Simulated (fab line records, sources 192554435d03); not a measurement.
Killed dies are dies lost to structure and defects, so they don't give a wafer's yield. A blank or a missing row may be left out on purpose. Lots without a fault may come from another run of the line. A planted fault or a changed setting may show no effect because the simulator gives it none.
fab line records | flow n5_finfet
record lots=9 wafers=25 last_day=17
route steps=1938 shown SD_EPI_N@273 SD_EPI_P@304 BEOL_M4@1111 PASSIVATION@1936
lots that met no fault: from a run of the same line without faults
start_h: hours from the record's first day to the start of the lot's first wafer shown | wait_h: hours since the lot's step before | " the same as in the row above | L1.1+2: a row that stands for several wafers | - no value, or no start given | * or withheld: withheld | < > ~ a bound
route shown NAME@n: a module of which the file shows steps, and the number in the route of the first | usual: mean/standard deviation of fault-free wafers | same: alike in all rows | chamber/n: place in a boat | sites: the reading at each site | _std_site: their standard deviation | _edge_site: outer sites' mean less inner sites' | radius_mm: how far each site lies from the wafer's centre | mask NAME#n: copy n | behind: the tool/chamber that last shaped the wafer | hold: why the lot was held/for how many hours/how that ended | device: the transistor (n, p or np) that didn't switch | end of line: the same wafers' tests at the end of the route | a step without rows: its recipe alone | killed: dies lost to structure and defects at the first sort, not the wafer's yield | map: a wafer's dies, x killed, . not, _ none there
set.NAME: the setting as run; set.NAME@STEP: as run at that earlier step | model.NAME: the simulator's own value behind a step, which no gauge read
steps of the route over a sample of lots; a table a step, a row a wafer
services: from which hour (start_h, from the record's first day; less than 0 if before it) a tool's chamber was out of use, for how many hours, and why
## steps
# step N5_SD_EPI_N_DESCUM_14
# recipe chemistry=O2 time_s=7.9 source_power_w=50 bias_power_w=20 pressure_mtorr=20 rf_frequency_hz=2.712e+07 temp_c=40 resist=CAR-ArF-block o2_flow_sccm=225
# usual chamber_pressure_mTorr=19.997/0.018 drypump_motor_current_A=5.6/0.49 o2_flow_sccm=225.0/0.74 oes_product_au=0.84/0.076 rf_vpp_V=243.4/1.5 showerhead_plenum_p_Torr=2.11/0.086 throttle_valve_pct=20.35/0.18
# columns lot.wafer tool chamber start_h wait_h chamber_pressure_mTorr drypump_motor_current_A o2_flow_sccm oes_product_au rf_hours_counter_h rf_vpp_V showerhead_plenum_p_Torr throttle_valve_pct
L548.1 rie_diel-06 2 61.63 0.1 19.975 5.5 224.3 0.97 3 245.7 2.24 20.44
L548.3 " 1 " " 19.979 6.6 224.7 0.84 74 242.7 2.03 20.41
L548.4 " 3 " " 19.981 5.2 224.3 0.92 19 245.7 2.21 20.26
L552.1 rie_diel-02 2 85.88 0.1 19.993 5.8 226.2 0.86 43 243.4 2.24 20.41
L552.5 " 0 " " 20.002 5.8 225.5 0.93 - 242.0 2.13 19.97
L552.6 " 1 " " 19.999 5.6 226.0 0.90 - 243.2 2.14 20.15
L556.1 rie_diel-01 0 114.01 0.0 19.970 6.1 224.6 0.73 199 241.8 1.98 20.57
L556.2 " 1 " " 19.999 5.3 224.5 0.72 188 242.7 2.08 20.48
L556.4 " 3 " " 19.989 5.7 225.5 0.89 10 241.9 2.05 20.34
L557.2 rie_diel-02 2 121.14 1.6 19.986 5.8 224.8 0.83 59 244.7 2.24 20.43
L557.5 " 0 " " 20.022 5.8 223.4 0.88 - 244.5 2.13 19.99
L557.6 " 1 " " 20.006 5.6 224.8 0.87 - 245.4 2.13 20.19
L562.3 rie_diel-06 1 147.57 0.0 20.012 6.6 225.0 0.80 97 242.4 2.02 20.46
L562.6 " 2 " " 20.024 5.4 225.2 0.90 - 247.6 2.23 20.47
L565.2 rie_diel-02 3 167.89 0.0 19.988 4.7 225.5 0.84 70 243.7 2.03 20.49
L565.4 " 0 " " 20.014 5.8 225.9 0.86 38 243.2 2.12 20.00
L565.6 " 1 " " 20.065 5.6 226.0 0.85 - 242.0 2.13 20.20
L566.1 rie_diel-06 2 169.12 0.3 19.964 5.4 225.7 0.89 31 244.2 2.23 20.48
L566.2 " 3 " " 20.006 5.1 223.8 0.86 49 245.5 2.20 20.29
L566.6 " 1 " " 20.009 6.7 225.4 0.80 - 241.3 2.01 20.46
L567.1 rie_diel-02 1 175.53 0.0 19.985 5.6 225.1 0.84 62 243.2 2.13 20.21
L567.5 " 0 " " 20.036 5.8 225.3 0.85 - 242.9 2.12 20.01
L569.1 rie_diel-01 1 186.90 0.0 19.970 5.3 224.7 0.68 222 242.7 2.07 20.53
L569.3 " 2 " " 19.990 6.4 224.0 0.96 2 242.6 2.04 20.13
L569.5 " 2 " " 20.013 6.3 224.1 0.96 - 243.0 2.04 20.13
# step N5_SD_EPI_P_OVL_MEAS_10
# recipe points_per_wafer=44
# usual SD_P_BLK_OVL=0.1/0.7
# columns lot.wafer tool chamber start_h wait_h SD_P_BLK_OVL[nm]
L548.1 overlay-01 0 67.80 0.0 0.5
L548.3 " 0 " " 0.3
L548.4 " 0 " " 0.0
L552.1 overlay-01 0 90.31 0.0 0.7
L552.5 " 0 " " -0.2
L552.6 " 0 " " -0.4
L556.1 overlay-02 0 118.45 0.0 -0.3
L556.2 " 0 " " -0.7
L556.4 " 0 " " -0.5
L557.2 overlay-01 0 127.18 0.0 -0.7
L557.5 " 0 " " -0.6
L557.6 " 0 " " -0.2
L562.3 overlay-01 0 152.17 0.0 -0.3
L562.6 " 0 " " 0.0
L565.2 overlay-01 0 172.26 0.0 0.3
L565.4 " 0 " " -0.6
L565.6 " 0 " " -0.6
L566.1 overlay-01 0 173.49 0.0 0.8
L566.2 " 0 " " 0.4
L566.6 " 0 " " 0.8
L567.1 overlay-01 0 180.16 0.0 0.8
L567.5 " 0 " " -0.3
L569.1 overlay-02 0 191.76 0.0 -0.2
L569.3 " 0 " " 0.2
L569.5 " 0 " " -0.5
# step N5_SD_EPI_P_ETCH_47
# recipe chemistry=CH3F/O2 target=SiOCN target_depth_a=250 mask_material=SOC ion_energy_ev=60 bias_w=29 pressure_mtorr=30 source_w=410 Ar_flow_sccm=150 CH3F_flow_sccm=30 O2_flow_sccm=20
# usual CH3F_flow_sccm=30.00/0.084 O2_flow_sccm=20.01/0.063 chamber_pressure_mTorr=29.999/0.026 drypump_motor_current_A=5.6/0.54 oes_o_777_au=0.77/0.074 oes_product_au=0.76/0.085 rf_vpp_V=126.1/2.2 showerhead_plenum_p_Torr=2.00/0.073 throttle_valve_pct=16.30/0.22
# columns lot.wafer tool chamber start_h wait_h CH3F_flow_sccm O2_flow_sccm chamber_pressure_mTorr drypump_motor_current_A oes_o_777_au oes_product_au rf_hours_counter_h rf_vpp_V showerhead_plenum_p_Torr throttle_valve_pct
L548.1 rie_diel-03 0 68.37 0.1 29.88 20.10 30.021 5.7 0.73 0.70 207 125.8 1.98 16.46
L548.3 " 1 " " 29.90 20.03 29.976 4.9 0.92 0.94 7 128.2 2.12 16.35
L548.4 " 2 " " 30.06 20.00 29.967 6.6 0.80 0.79 119 127.9 2.08 16.17
L552.1 rie_diel-04 2 90.89 0.1 29.91 20.00 30.011 6.2 0.76 0.73 191 122.1 1.97 16.51
L552.5 " 2 " " 30.01 19.96 30.031 6.2 0.76 0.72 - 125.2 1.97 16.50
L552.6 " 1 " " 29.95 19.89 30.031 5.0 0.76 0.74 - 122.8 1.92 16.28
L556.1 rie_diel-03 1 119.03 0.1 30.04 19.87 29.993 4.9 0.88 0.90 23 128.5 2.11 16.39
L556.2 " 0 " " 30.01 20.00 30.003 5.6 0.72 0.71 223 124.3 1.97 16.49
L556.4 " 2 " " 30.16 20.07 30.007 6.6 0.79 0.78 134 127.6 2.08 16.18
L557.2 rie_diel-05 3 128.23 0.1 30.05 20.06 29.951 5.0 0.71 0.70 234 124.4 1.97 16.12
L557.5 " 0 " " 29.92 19.97 29.987 5.5 0.91 0.93 - 128.2 2.04 15.74
L557.6 " 1 " " 30.01 20.03 29.974 5.8 0.70 0.69 - 125.5 1.90 16.30
L562.3 rie_diel-03 0 152.75 0.1 30.14 20.00 29.979 5.6 0.72 0.69 234 124.0 1.97 16.50
L562.6 " 2 " " 30.02 20.06 29.980 6.6 0.78 0.78 - 129.8 2.08 16.20
L565.2 rie_diel-03 2 172.84 0.1 29.92 20.02 29.996 6.6 0.78 0.76 152 128.1 2.07 16.21
L565.4 " 1 " " 29.96 19.96 29.976 4.9 0.85 0.86 - 128.3 2.11 16.41
L565.6 " 0 " " 29.99 19.88 30.014 5.6 0.71 0.68 - 123.7 1.96 16.55
L566.1 rie_diel-04 0 174.07 0.1 30.03 19.95 29.981 5.0 0.71 0.71 206 130.7 1.89 16.22
L566.2 " 1 " " 29.90 20.07 29.998 5.0 0.74 0.72 166 122.6 1.91 16.33
L566.6 " 0 " " 30.13 19.99 30.042 5.1 0.72 0.71 - 128.6 1.89 16.22
L567.1 rie_diel-03 2 180.85 0.1 30.17 19.95 30.019 6.6 0.77 0.76 157 128.2 2.07 16.23
L567.5 " 0 " " 30.01 20.06 29.978 5.7 0.71 0.67 - 124.5 1.96 16.55
L569.1 rie_diel-05 2 192.74 0.1 29.87 20.05 29.996 5.7 0.68 0.66 242 128.0 2.05 16.12
L569.3 " 1 " " 29.98 19.92 30.012 5.8 0.68 0.68 243 127.1 1.89 16.35
L569.5 " 2 " " 30.00 19.96 30.007 5.7 0.68 0.65 - 126.3 2.05 16.12
# step N5_SD_EPI_P_WET_ETCH_45
# recipe chemistry=dHF dilution=withheld time_s=10.7 target=SiO2 target_depth_a=20 temp_c=25 dry=ipa_marangoni rinse_time_s=30 rinse_temp_c=23
# usual rinse_temp_c=23.01/0.11 rinse_time_s=30/0
# columns lot.wafer tool chamber start_h wait_h rinse_temp_c rinse_time_s
L548.1 wet_bench-05 6 68.64 0.1 23.06 30
L548.3 " 3 " " 22.72 30
L548.4 " 7 " " 22.93 30
L552.1 wet_bench-03 1 91.15 0.1 23.26 30
L552.5 " 4 " " 23.12 30
L552.6 " 7 " " 22.88 30
L556.1 wet_bench-04 7 119.29 0.1 - -
L556.2 " 5 " " - -
L556.4 " 6 " " - -
L557.2 wet_bench-03 1 128.49 0.1 - -
L557.5 " 3 " " - -
L557.6 " 2 " " - -
L562.3 wet_bench-03 4 153.01 0.1 22.91 30
L562.6 " 7 " " 23.17 30
L565.2 wet_bench-03 1 173.10 0.1 23.01 30
L565.4 " 7 " " 22.85 30
L565.6 " 0 " " 23.09 30
L566.1 wet_bench-04 7 174.33 0.1 22.93 30
L566.2 " 5 " " 22.96 30
L566.6 " 1 " " 23.08 30
L567.1 wet_bench-04 4 181.12 0.1 22.85 30
L567.5 " 2 " " 23.01 30
L569.1 wet_bench-03 4 193.00 0.1 23.13 30
L569.3 " 5 " " 23.08 30
L569.5 " 7 " " 22.95 30
# step N5_BEOL_M4_RC_MEAS_101
# usual DIBL_N=36.1/1.5 DIBL_P=36.1/1.9 IOFF_N=0.159/0.029 IOFF_P=0.21/0.038 IOFF_P_LONG=0.000108/1.2e-05 ION_N=675/11 ION_P=464/8.1 SS_N=71.5/0.57 SS_P=73.3/0.64 VT_N=249/3.1 VT_P=-250/3.8
# columns lot.wafer tool chamber start_h wait_h DIBL_N[mV/V] DIBL_P[mV/V] IOFF_N[nA/um] IOFF_P[nA/um] IOFF_P_LONG[nA/um] ION_N[uA/um] ION_P[uA/um] SS_N[mV/dec] SS_P[mV/dec] VT_N[mV] VT_P[mV]
L548.1 prober-02 0 176.70 0.0 33.6 32.4 0.118 0.18 0.000115 668 461 71.4 72.6 257 -248
L548.3 " 0 " " 35.6 35.8 0.147 0.22 0.000121 680 471 72.0 73.4 251 -249
L548.4 " 0 " " 36.6 36.9 0.173 0.24 0.000119 691 471 72.1 73.4 248 -249
L552.1 prober-02 0 199.70 0.0 38.1 37.4 0.169 0.23 0.000103 670 461 72.0 73.6 250 -250
L552.5 " 0 " " 36.5 35.2 0.151 0.20 0.000106 679 469 71.3 73.0 249 -250
L552.6 " 0 " " 37.6 35.9 0.170 0.20 0.000105 669 458 71.9 73.2 247 -251
L556.1 prober-01 0 221.25 0.0 38.4 38.9 0.223 0.24 0.000137 690 468 71.5 73.5 245 -248
L556.2 " 0 " " 35.0 34.6 0.157 0.19 0.000133 676 465 71.9 73.1 247 -251
L556.4 " 0 " " 34.1 33.2 0.149 0.17 0.000137 677 461 71.1 72.6 247 -253
L557.2 prober-01 0 226.87 0.2 34.6 31.8 0.141 0.18 0.000154 673 459 71.4 72.1 248 -251
L557.5 " 0 " " 36.3 35.2 0.173 0.24 0.000152 686 462 70.9 73.6 246 -246
L557.6 " 0 " " 37.4 36.6 0.209 0.26 0.000145 695 471 72.2 74.0 245 -243
L562.3 prober-01 0 266.64 0.3 32.5 32.2 0.111 0.17 0.000108 667 464 70.8 72.5 253 -254
L562.6 " 0 " " 35.7 35.1 0.150 0.21 0.000111 663 458 71.1 73.2 249 -248
L565.2 prober-01 0 276.85 0.2 36.9 39.4 0.195 0.25 9.5e-05 675 465 71.8 74.3 247 -247
L565.4 " 0 " " 36.9 39.2 0.187 0.23 9.6e-05 673 463 72.0 74.5 249 -252
L565.6 " 0 " " 36.4 38.2 0.174 0.22 9.5e-05 671 462 72.4 74.7 250 -248
L566.1 prober-01 0 281.30 0.0 37.1 36.9 0.177 0.26 0.000125 686 476 72.1 73.8 245 -245
L566.2 " 0 " " 36.9 37.2 0.184 0.28 0.000128 691 481 71.4 73.1 248 -241
L566.6 " 0 " " 38.5 39.3 0.213 0.31 0.000132 702 479 72.2 73.5 244 -241
L567.1 prober-02 0 300.63 0.0 35.6 36.6 0.159 0.20 0.000104 674 456 71.3 72.6 247 -252
L567.5 " 0 " " 34.5 34.6 0.131 0.17 0.000101 664 456 71.1 73.1 252 -255
L569.1 prober-01 0 321.45 0.0 36.2 36.8 0.181 0.23 0.000119 684 469 71.1 73.3 247 -247
L569.3 " 0 " " 36.6 36.4 0.180 0.23 0.000116 680 468 70.9 72.5 246 -248
L569.5 " 0 " " 34.8 36.0 0.168 0.23 0.000122 686 473 71.5 73.6 244 -247
# step N5_PASSIVATION_PROBE_49
# usual defect_limited_yield=91.5/1.6 killed_at_M0_to_M3=33/10 killed_at_M4_up=13/5.6 killed_at_contacts=13/6 killed_at_front_end=39/12 killed_at_other=3.0/2.8 killed_dies=101/19 killed_open=65/13 killed_short=32/8.3 sort_bin_5_function=5.0/1 sort_bin_6_memory=3.1/0.69 sort_n_pass=1079/19 sort_yield_pct=91.5/1.6
# same gross_dies=1180 killed_at_back_side=0 sort_bin_4_leakage[%]=0 sort_bin_8_speed[%]=0
# columns lot.wafer tool chamber start_h wait_h defect_limited_yield[%] killed_at_M0_to_M3 killed_at_M4_up killed_at_contacts killed_at_front_end killed_at_other killed_dies killed_open killed_short sort_bin_5_function[%] sort_bin_6_memory[%] sort_n_pass sort_yield_pct[%]
L557.2 prober-02 - 338.43 0.1 91.3 32 14 5 51 1 103 52 38 3.6 3.9 1077 91.3
# killed by level:class
L557.2 HKMG_FIN:area_etch=11 FIN_SAQP:geometric_particle:short=9 FIN_SAQP:geometric_particle:open=7 BEOL_M0_SAQP:geometric_particle:open=7 BEOL_M0_SAQP:geometric_particle:short=7 BEOL_M1:geometric_particle:open=7 STI_FIN_REVEAL:geometric_particle:open=6 BEOL_M2:geometric_particle:open=6
## services
# columns tool chamber start_h hours kind
rie_diel-01 0 40.40 11.1 repair
rie_diel-04 1 53.11 2.4 repair
rie_diel-02 0 54.64 - clean
rie_diel-02 0 54.64 - consumable_replace:focus_ring
rie_diel-02 0 54.64 18.1 scheduled_down
rie_diel-02 0 54.64 18.1 vent_cycle
rie_diel-01 3 59.68 14.2 repair
rie_diel-01 - 68.27 2.8 pm
rie_diel-02 1 68.50 2.2 repair
rie_diel-06 0 68.51 6.8 repair
wet_bench-03 - 72.72 1.0 repair
rie_diel-01 3 73.94 - clean
rie_diel-01 3 73.94 - consumable_replace:focus_ring
rie_diel-01 3 73.94 15.8 scheduled_down
rie_diel-06 2 83.58 4.7 repair
rie_diel-02 2 92.12 3.4 repair
rie_diel-06 - 104.51 28.1 pm
rie_diel-02 0 145.20 4.2 repair
rie_diel-03 3 162.99 - clean
rie_diel-03 3 162.99 - consumable_replace:focus_ring
rie_diel-03 3 162.99 17.8 scheduled_down
rie_diel-03 3 162.99 17.8 vent_cycle
rie_diel-04 1 183.48 4.8 repair
wet_bench-05 - 188.77 1.9 pm
## key
first_sign step=N5_SD_EPI_P_WET_ETCH_45 reading=tool_record direction=missing
effect step=N5_BEOL_M4_RC_MEAS_101 reading=IOFF_P_LONG direction=up sigmas=2.9 usual=0.000108 struck=0.000143
met_at N5_SD_EPI_P_WET_ETCH_45
struck_lots L556,L557
baseline_loss step=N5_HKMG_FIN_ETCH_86 wafers=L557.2
not_acting_at N5_SD_EPI_N_DESCUM_14,N5_SD_EPI_P_OVL_MEAS_10,N5_SD_EPI_P_ETCH_47
onset_between 91.15 119.29
fault kind=skipped_step_whole tool=wet_bench-03,wet_bench-04 chamber=- onset_h=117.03 steps=N5_SD_EPI_P_WET_ETCH_45 scope=struck_lots_only
# baseline_loss: these wafers lose ten dies or more at that step, a loss of the line's own and not of a fault; the sort's usual values leave them out
